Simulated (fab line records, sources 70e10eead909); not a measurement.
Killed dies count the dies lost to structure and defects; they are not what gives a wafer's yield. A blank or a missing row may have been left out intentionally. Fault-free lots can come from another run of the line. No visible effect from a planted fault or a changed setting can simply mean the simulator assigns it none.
Chamber matching :: flow nand harc :: NHARC_A_BLC_ALD_23 on ald metal-02: 4 sister chambers
The step deposits TiN, target thk 3 nm, pulse time 1 s, ald cycles 150. 14 wafers are shown with their chamber, then 7 later ones without.

== WAFERS WITH THEIR CHAMBER ==
wafer: L735.2
chamber: 3
heater power outer w (W): 822
heater power w (W): 1242
precursor pulse height rel: 0.994

wafer: L735.4
chamber: 2
heater power outer w (W): 766
heater power w (W): 1152
precursor pulse height rel: 1.035

wafer: L735.5
chamber: 0
heater power outer w (W): 699
heater power w (W): 1158
precursor pulse height rel: 0.974

wafer: L741.1
chamber: 2
heater power outer w (W): 779
heater power w (W): 1130
precursor pulse height rel: 1.025

wafer: L741.2
chamber: 0
heater power outer w (W): 696
heater power w (W): 1219
precursor pulse height rel: 0.967

wafer: L741.3
chamber: 3
heater power outer w (W): 763
heater power w (W): 1163
precursor pulse height rel: 1.001

wafer: L743.1
chamber: 2
heater power outer w (W): 760
heater power w (W): 1173
precursor pulse height rel: 1.001

wafer: L743.2
chamber: 0
heater power outer w (W): 704
heater power w (W): 1180
precursor pulse height rel: 0.988

wafer: L743.5
chamber: 1
heater power outer w (W): 659
heater power w (W): 1041
precursor pulse height rel: 1.007

wafer: L749.1
chamber: 3
heater power outer w (W): 770
heater power w (W): 1163
precursor pulse height rel: 0.999

wafer: L749.3
chamber: 2
heater power outer w (W): 803
heater power w (W): 1159
precursor pulse height rel: 0.984

wafer: L749.4
chamber: 2
heater power outer w (W): 777
heater power w (W): 1171
precursor pulse height rel: 1.009

wafer: L752.3
chamber: 0
heater power outer w (W): 687
heater power w (W): 1211
precursor pulse height rel: 1.011

wafer: L752.4
chamber: 3
heater power outer w (W): 776
heater power w (W): 1169
precursor pulse height rel: 1.006

SIGNATURES (means of the wafers above)
reading: heater power outer w
chamber 0: 696.50
chamber 1: 659.00
chamber 2: 777.00
chamber 3: 782.75
scatter within a chamber: 18.4

reading: heater power w
chamber 0: 1192.00
chamber 1: 1041.00
chamber 2: 1157.00
chamber 3: 1184.25
scatter within a chamber: 28.4

reading: precursor pulse height rel
chamber 0: 0.98500
chamber 1: 1.00700
chamber 2: 1.01080
chamber 3: 1.00000
scatter within a chamber: 0.0168
Rule: for a wafer and a chamber, the distance is found by dividing, reading by reading, the gap between the wafer's reading and the chamber's mean by the reading's scatter, squaring, summing and taking the root. The wafer belongs to the nearest chamber; if the next one is less than 2 further off, it can't be placed. The scatter: take each reading less its chamber's mean, square it, sum over the shown wafers, divide by the number of wafers less the number of chambers, and take the root.

== WAFERS MISSING THEIR CHAMBER ==
wafer: L752.6
heater power outer w (W): 784
heater power w (W): 1184
precursor pulse height rel: 0.959

wafer: L753.2
heater power outer w (W): 792
heater power w (W): 1154
precursor pulse height rel: 0.992

wafer: L753.4
heater power outer w (W): 767
heater power w (W): 1167
precursor pulse height rel: 0.971

wafer: L753.6
heater power outer w (W): 783
heater power w (W): 1197
precursor pulse height rel: 0.973

wafer: L754.3
heater power outer w (W): 762
heater power w (W): 1158
precursor pulse height rel: 0.992

wafer: L754.4
heater power outer w (W): 770
heater power w (W): 1186
precursor pulse height rel: 0.995

wafer: L754.6
heater power outer w (W): 799
heater power w (W): 1176
precursor pulse height rel: 0.973

== WHICH CHAMBER EACH WENT THROUGH ==
wafer: L752.6
from the rows above: can't be placed: 3 or 2
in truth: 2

wafer: L753.2
from the rows above: can't be placed: 3 or 2
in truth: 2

wafer: L753.4
from the rows above: can't be placed: 3 or 2 or 0
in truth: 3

wafer: L753.6
from the rows above: can't be placed: 3 or 2
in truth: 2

wafer: L754.3
from the rows above: can't be placed: 2 or 3
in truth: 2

wafer: L754.4
from the rows above: can't be placed: 3 or 2
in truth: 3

wafer: L754.6
from the rows above: can't be placed: 3 or 2
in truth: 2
0 of 7 placed correctly. Cannot be placed on the basis of these rows: 7; the candidates contain the true chamber in 7. Placed wrongly: 0.
